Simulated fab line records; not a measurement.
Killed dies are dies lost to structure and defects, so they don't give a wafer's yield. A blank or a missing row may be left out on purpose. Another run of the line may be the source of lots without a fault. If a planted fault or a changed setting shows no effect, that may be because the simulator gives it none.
Which tool is to blame? || flow nand_harc || 18 wafers from 6 lots sampled at 4 of the route's 1302 steps

## WHAT THE GAUGES READ, wafer by wafer
NHARC_END_SORT_01.
{"lot": "L483", "measured": "day 30 20:46", "on": "prober-02", "defect_limited_yield (%)": "86 80 77"}

## TOOL THAT RAN EACH LOT (tool first, then ch and the chambers of the sampled wafers, then the start)
{"lot": "L472", "NHARC_A_BONDPAD_PVD_27": "pvd_sputter-02, day 23 11:08", "NHARC_THIN_TSV_DEP_47": "pecvd-02 ch 0,1, day 24 03:30", "NHARC_THIN_TSV_PRE_CLEAN_50": "pvd_sputter-01, no start"}
{"lot": "L476", "NHARC_A_BONDPAD_PVD_27": "pvd_sputter-01, day 25 18:22", "NHARC_THIN_TSV_DEP_47": "pecvd-01 ch 0,2, day 26 09:43", "NHARC_THIN_TSV_PRE_CLEAN_50": "pvd_sputter-02, no start"}
{"lot": "L474", "NHARC_A_BONDPAD_PVD_27": "pvd_sputter-02, day 26 02:47", "NHARC_THIN_TSV_DEP_47": "pecvd-01 ch 0,1,2, day 26 19:21", "NHARC_THIN_TSV_PRE_CLEAN_50": "pvd_sputter-02, no start"}
{"lot": "L483", "NHARC_A_BONDPAD_PVD_27": "pvd_sputter-01, day 29 11:01", "NHARC_THIN_TSV_DEP_47": "pecvd-03 ch 0,1,2, day 30 00:32", "NHARC_THIN_TSV_PRE_CLEAN_50": "pvd_sputter-02, day 30 20:46 or earlier"}
{"lot": "L492", "NHARC_A_BONDPAD_PVD_27": "pvd_sputter-03, day 32 11:22", "NHARC_THIN_TSV_DEP_47": "pecvd-03 ch 1,2, day 33 06:07", "NHARC_THIN_TSV_PRE_CLEAN_50": "pvd_sputter-03, no start"}
{"lot": "L494", "NHARC_A_BONDPAD_PVD_27": "pvd_sputter-02, day 32 21:22", "NHARC_THIN_TSV_DEP_47": "pecvd-01 ch 0,2, day 33 13:22", "NHARC_THIN_TSV_PRE_CLEAN_50": "pvd_sputter-03, no start"}
- NHARC_A_BONDPAD_PVD_27: deposits Cu, target thk 30 nm, time 20.49 s.
- NHARC_THIN_TSV_DEP_47: deposits SiO2, target thk 200 nm.
- NHARC_THIN_TSV_PRE_CLEAN_50: time 30 s.

## THE ANSWER, worked out from the rows above alone
Rule: the lots themselves supply what counts as usual. The widest of any qualifying gaps counts: lots, ordered by their means at a reading, are off when they make up no more than a third of the lots, leave a main group of 4 or more, and stand apart from it by 3 or more times the standard deviation of that group's means. If all means in a main group match to the digits the tables above print for the reading, that group is not used. A lot without any number at a reading at which 4 lots or more have one is off too. Where the step has rows for the other lots, those lots are counted as sound.
No lot is off at any reading shown: from this, nothing can be told.

## WHAT THE SIMULATOR HAD PUT IN
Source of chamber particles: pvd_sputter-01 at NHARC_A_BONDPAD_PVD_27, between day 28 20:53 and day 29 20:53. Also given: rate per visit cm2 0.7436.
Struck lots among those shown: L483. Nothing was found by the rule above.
